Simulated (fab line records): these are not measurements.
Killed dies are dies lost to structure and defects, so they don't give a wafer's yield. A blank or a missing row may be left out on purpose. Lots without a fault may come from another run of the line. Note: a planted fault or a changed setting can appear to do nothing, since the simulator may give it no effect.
The tool behind it: which one? + flow nand_harc + 40 wafers from 14 lots sampled at 3 of the route's 1302 steps

## WHAT THE GAUGES READ, wafer by wafer
NHARC_THIN_TSV_CD_MEAS_33: the cd target is 5000 nm. Usual: cd_nm at 5001.0 nm, with a standard deviation of 2.1.
| lot  | measured     | on        | cd_nm (nm)           | flag |
|------|--------------|-----------|----------------------|------|
| L935 | day 24 00:17 | cd_sem-01 | 5000.7 5000.2 5006.5 |      |
| L937 | day 25 10:12 | cd_sem-02 | 5001.9 5001.5 5001.4 |      |
| L938 | day 25 11:34 | cd_sem-02 | 5000.7 5001.9 4998.2 |      |
| L942 | day 26 19:57 | cd_sem-02 | 4997.3 5002.3 4998.6 |      |
| L945 | day 28 09:35 | cd_sem-01 | 4998.5 4998.8 4995.9 |      |
| L944 | day 28 22:28 | cd_sem-02 | 5000.8 5000.2 4998.3 |      |
| L946 | day 28 23:12 | cd_sem-03 | 5002.6 5000.7 5001.9 |      |
| L947 | day 29 23:35 | cd_sem-02 | 5006.7 5003.9 5002.4 |      |
| L948 | day 30 03:53 | cd_sem-03 | 4999.6 5005.7        |      |
| L949 | day 30 08:10 | cd_sem-02 | 5001.4 4999.0 5000.9 |      |
| L952 | day 31 15:41 | cd_sem-02 | 4999.7 5000.0        |      |
| L954 | day 32 08:19 | cd_sem-01 | 4999.0 4998.1 4998.8 |      |
| L957 | day 32 23:51 | cd_sem-02 | 4999.6 5005.0 5002.0 |      |
| L958 | day 33 13:11 | cd_sem-03 | 5001.9 5001.2 5001.6 |      |

## TOOL THAT RAN EACH LOT (tool first, then ch and the chambers of the sampled wafers, then the start)
| lot  | NHARC_THIN_TSV_ANNEAL_52         | NHARC_THIN_TSV_PRE_CLEAN_54  |
|------|----------------------------------|------------------------------|
| L935 | rtp_anneal-01 ch 0, day 23 22:32 | pvd_sputter-02, day 23 23:22 |
| L937 | rtp_anneal-01 ch 0, day 25 08:23 | pvd_sputter-01, day 25 09:15 |
| L938 | rtp_anneal-01 ch 0, day 25 09:37 | pvd_sputter-03, day 25 10:30 |
| L942 | rtp_anneal-02 ch 0, day 26 17:58 | pvd_sputter-03, day 26 18:52 |
| L945 | rtp_anneal-01 ch 0, day 28 07:39 | pvd_sputter-01, day 28 08:32 |
| L944 | rtp_anneal-02 ch 0, day 28 20:29 | pvd_sputter-01, day 28 21:23 |
| L946 | rtp_anneal-02 ch 0, day 28 21:14 | pvd_sputter-03, day 28 22:07 |
| L947 | rtp_anneal-02 ch 0, day 29 21:42 | pvd_sputter-03, day 29 22:32 |
| L948 | rtp_anneal-02 ch 0, day 30 02:02 | pvd_sputter-03, day 30 02:49 |
| L949 | rtp_anneal-01 ch 0, day 30 06:13 | pvd_sputter-03, day 30 07:06 |
| L952 | rtp_anneal-02 ch 0, day 31 13:45 | pvd_sputter-01, day 31 14:37 |
| L954 | rtp_anneal-01 ch 0, day 32 06:26 | pvd_sputter-03, day 32 07:15 |
| L957 | rtp_anneal-01 ch 0, day 32 22:04 | pvd_sputter-02, day 32 22:48 |
| L958 | rtp_anneal-02 ch 0, day 33 11:20 | pvd_sputter-03, day 33 12:07 |
- NHARC_THIN_TSV_ANNEAL_52: time 90 s.
- NHARC_THIN_TSV_PRE_CLEAN_54: time 30 s.

## AS READ BY THE TOOLS THEMSELVES (means over the sampled wafers that have a number; for cases with no such wafer, the mark the record gives instead)
NHARC_THIN_TSV_ANNEAL_52. Usual: wafer_temp_C_max at 225.8, with a standard deviation of 0.31.
| lot  | tool          | wafer_temp_C_max | flag |
|------|---------------|------------------|------|
| L935 | rtp_anneal-01 | 225.5            |      |
| L937 | rtp_anneal-01 | 225.5            |      |
| L938 | rtp_anneal-01 | 225.2            |      |
| L942 | rtp_anneal-02 | 225.8            |      |
| L945 | rtp_anneal-01 | 225.8            |      |
| L944 | rtp_anneal-02 | 225.9            |      |
| L946 | rtp_anneal-02 | 225.9            |      |
| L947 | rtp_anneal-02 | 226.4            |      |
| L948 | rtp_anneal-02 | 225.9            |      |
| L949 | rtp_anneal-01 | 225.8            |      |
| L952 | rtp_anneal-02 | 226.1            |      |
| L954 | rtp_anneal-01 | 225.7            |      |
| L957 | rtp_anneal-01 | 225.6            |      |
| L958 | rtp_anneal-02 | 226.1            |      |

NHARC_THIN_TSV_PRE_CLEAN_54. Usual: heater_power_w at 388 W, with a standard deviation of 28.
| lot  | tool           | heater_power_w (W) | flag |
|------|----------------|--------------------|------|
| L935 | pvd_sputter-02 | 432                |      |
| L937 | pvd_sputter-01 | 384                |      |
| L938 | pvd_sputter-03 | 365                |      |
| L942 | pvd_sputter-03 | 361                |      |
| L945 | pvd_sputter-01 | 375                |      |
| L944 | pvd_sputter-01 | 391                |      |
| L946 | pvd_sputter-03 | 364                |      |
| L947 | pvd_sputter-03 | 395                |      |
| L948 | pvd_sputter-03 | 368                |      |
| L949 | pvd_sputter-03 | 378                |      |
| L952 | pvd_sputter-01 | 412                |      |
| L954 | pvd_sputter-03 | 367                |      |
| L957 | pvd_sputter-02 | 408                |      |
| L958 | pvd_sputter-03 | 378                |      |

## THE ANSWER, worked out from the rows above alone
Rule: a lot counts as off when the mean over its wafers that have a number is more than 3 standard deviations away from the usual mean. A lot without any number at a reading at which 4 lots or more have one is off too. Where the step has rows for the other lots, those lots are counted as sound. The gauges are gone through in route order, then the tools' own readings, and for those a lot's mean is taken as printed above. At the first step where some lot is off, the reading lying furthest off is the one used; lots without a number count as furthest.
No lot is off at any reading shown: from this, nothing can be told.

## WHAT WAS PUT IN BY THE SIMULATOR
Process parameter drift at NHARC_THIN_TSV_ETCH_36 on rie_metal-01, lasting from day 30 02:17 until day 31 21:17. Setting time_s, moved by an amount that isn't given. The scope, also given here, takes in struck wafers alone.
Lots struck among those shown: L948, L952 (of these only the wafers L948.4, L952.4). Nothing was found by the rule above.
